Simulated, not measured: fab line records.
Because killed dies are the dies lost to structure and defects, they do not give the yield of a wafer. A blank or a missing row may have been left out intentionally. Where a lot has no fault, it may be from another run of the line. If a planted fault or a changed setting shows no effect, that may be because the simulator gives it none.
2 desks, one fault + flow nand_harc + what lay behind the numbers comes last; until then each desk has only its own

AT THE METROLOGY DESK
What the gauges read, lot by lot, whatever tool the lot ran on: means of the sampled wafers that have a number. Marked OUT: a lot whose mean sits more than 4 standard deviations from the usual mean, which makes it out of limits; the brackets give that distance.
Columns: A = thk_nm at NHARC_A_ONON_D1_THK_MEAS_08, usual 1004 nm; B = thk_nm at NHARC_A_ONON_D1_THK_MEAS_14, usual 999 nm
| lot  | first seen here | A             | B    |
|------|-----------------|---------------|------|
| L932 | day 8 07:06     | 999           | 996  |
| L933 | day 8 14:43     | 976           | 983  |
| L934 | day 9 06:50     | 1008          | 988  |
| L935 | day 9 12:10     | 1010          | 993  |
| L937 | day 10 01:31    | 1004          | 1019 |
| L936 | day 10 01:32    | 1027          | 984  |
| L939 | day 11 13:07    | 1008          | 1006 |
| L940 | day 11 19:13    | 996           | 985  |
| L945 | day 13 14:53    | 815 (-17) OUT | 998  |
| L946 | day 13 19:13    | 813 (-17) OUT | 1006 |
| L950 | day 15 20:41    | 999           | 992  |
| L952 | day 16 11:19    | 994           | 982  |
| L953 | day 17 03:05    | 1015          | 993  |
| L954 | day 17 11:29    | 1015          | 1012 |
Finding of this desk: L945, L946 out of limits; the first was L945 at day 13 14:53, on thk_nm at NHARC_A_ONON_D1_THK_MEAS_08. L932, L933, L934, L935, L937, L936, L939, L940, L950, L952, L953, L954 stayed within limits.

THE DEFECT DESK
Counts from the inspections along the route, per lot, as means over the sampled wafers that have a number. Marked OUT: a lot whose mean sits more than 4 standard deviations from the usual mean, which makes it out of limits; the brackets give that distance.
Columns: A = raw_defect_count at NHARC_A_ZERO_WELL_INSPECT_17, usual 9
| lot  | first seen here | A  |
|------|-----------------|----|
| L932 | day 7 04:46     | 7  |
| L933 | day 7 17:11     | 7  |
| L934 | day 8 07:37     | 9  |
| L935 | day 8 14:16     | 14 |
| L936 | day 9 04:10     | 10 |
| L937 | day 9 06:00     | 11 |
| L939 | day 10 14:00    | 6  |
| L940 | day 10 18:57    | 17 |
| L945 | day 12 17:44    | 12 |
| L946 | day 12 23:30    | 6  |
| L950 | day 14 20:06    | 10 |
| L952 | day 15 13:06    | 9  |
| L953 | day 16 05:16    | 12 |
| L954 | day 16 14:02    | 8  |
Finding of this desk: none of the 14 lots has anything out of limits.

ALL TOGETHER
Metrology desk: alarm possible at day 13 14:53 on L945, L946.
Nothing the defect desk looked at was out of limits.
The defect desk has L945, L946 on record, within its limits.
The lots listed all ran NHARC_A_ONON_D1_DEP_06 on pecvd_onon-03.

WHAT HAD BEEN PUT IN BY THE SIMULATOR
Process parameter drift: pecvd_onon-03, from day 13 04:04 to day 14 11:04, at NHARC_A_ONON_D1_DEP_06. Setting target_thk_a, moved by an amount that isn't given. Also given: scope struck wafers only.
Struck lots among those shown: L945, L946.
Delay in hours, fault start to first out-of-limits reading, per desk: metrology desk 11.
